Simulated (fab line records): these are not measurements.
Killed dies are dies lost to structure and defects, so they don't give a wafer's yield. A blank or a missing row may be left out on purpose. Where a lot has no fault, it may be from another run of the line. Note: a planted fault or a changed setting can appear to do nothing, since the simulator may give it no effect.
Comparing a struck lot with a sound one || flow nand harc || 15 steps out of a route of 1159
Sound: the wafers L931.1, L931.2, L931.5. Wafers L946.2, L946.5, L946.6 were the ones struck. The cause comes at the end.
Each step with rows lists, per side, the tool, then ch with its chambers, then its first start. Under that, the readings that differ: sound wafers || struck wafers || difference of the means || sigmas: that difference in standard deviations of wafers without a fault.
alike: same words and numbers on both sides, and readings whose means sit less than 2 such deviations apart. not compared: any withheld reading, any reading some wafer has no value for, any bound like >300 that may hide the same value, and any number with overlapping values for which the record gives no deviation.
A row with sigmas, a row that says differs or no value, or rows on one side alone: a step with any of these is where the two part. Numbers that have no deviation but don't overlap get no sigmas and don't part them. A reading that every wafer of one side lacks parts them only if that side has two wafers or more.

NHARC_THIN_TSV_ETCH_44: etches the open film in CF4/O2, target depth 1594.2 nm, time 797.1 s.
  sound on rie diel-07 ch 0,1,3, day 20 00:09; struck on rie diel-04 ch 0,1,2, day 24 02:25
  alike: drypump motor current A, oes product au, rf vpp V, showerhead plenum p Torr, throttle valve pct
  not compared: rf hours counter h
then, 1 step without rows for these wafers: NHARC_THIN_TSV_ETCH_15 (target depth 3000 nm, bosch target overetch cycles 2, bosch etch step 2.8 s).
NHARC_THIN_TSV_CD_MEAS_16:
  struck on cd sem-03, day 24 03:16; sound on cd sem-02, day 20 00:52
  alike: cd nm
NHARC_THIN_TSV_STRIP_45: strips in O2.
  sound on plasma asher-02 ch 0,1, day 20 00:57; struck on plasma asher-02 ch 0,1, day 24 03:20
  alike: drypump motor current A, heater power w
  not compared: rf hours counter h
then, 3 steps without rows for these wafers: NHARC_THIN_TSV_STRIP_46 (strips in post etch residue remover, time 1200 s); NHARC_THIN_TSV_DEP_47 (deposits SiO2, target thk 200 nm); NHARC_THIN_TSV_ETCHBACK_48 (etches the open film in C4F8/Ar, target depth 1028.5 nm, time 405.17 s).
NHARC_THIN_TSV_STRIP_62: strips in N2/H2, time 20 s.
  sound on plasma asher-02 ch 0,1, day 20 02:48; struck on plasma asher-01 ch 0,1, day 24 04:56
  alike: drypump motor current A, heater power w
  not compared: rf hours counter h
then, 2 steps without rows for these wafers: NHARC_THIN_TSV_DEGAS_49 (time 120 s); NHARC_THIN_TSV_PRE_CLEAN_50 (time 30 s).
NHARC_THIN_TSV_PVD_19: deposits TaN, target thk 20 nm.
  sound on pvd sputter-01; struck on pvd sputter-01
  alike: throttle valve pct
NHARC_THIN_TSV_PVD_51: deposits Cu, target thk 100 nm.
  sound on pvd sputter-01; struck on pvd sputter-01
  alike: throttle valve pct
NHARC_THIN_TSV_ECD_20: material Cu, target thk 2000 nm.
  sound on ecd cu-01 ch 0,1, day 20 03:26; struck on ecd cu-02 ch 0,1, day 24 06:31
then, 1 step without rows for these wafers: NHARC_THIN_TSV_ANNEAL_52 (time 90 s).
NHARC_END_SORT_01:
  the record has rows for the sound wafers here (prober-02 ch 0, day 20 15:58) and none for the struck ones

## WHERE THEY PART
At NHARC_END_SORT_01 and nowhere else, as far as this record goes.

WHY: what the simulator had put in
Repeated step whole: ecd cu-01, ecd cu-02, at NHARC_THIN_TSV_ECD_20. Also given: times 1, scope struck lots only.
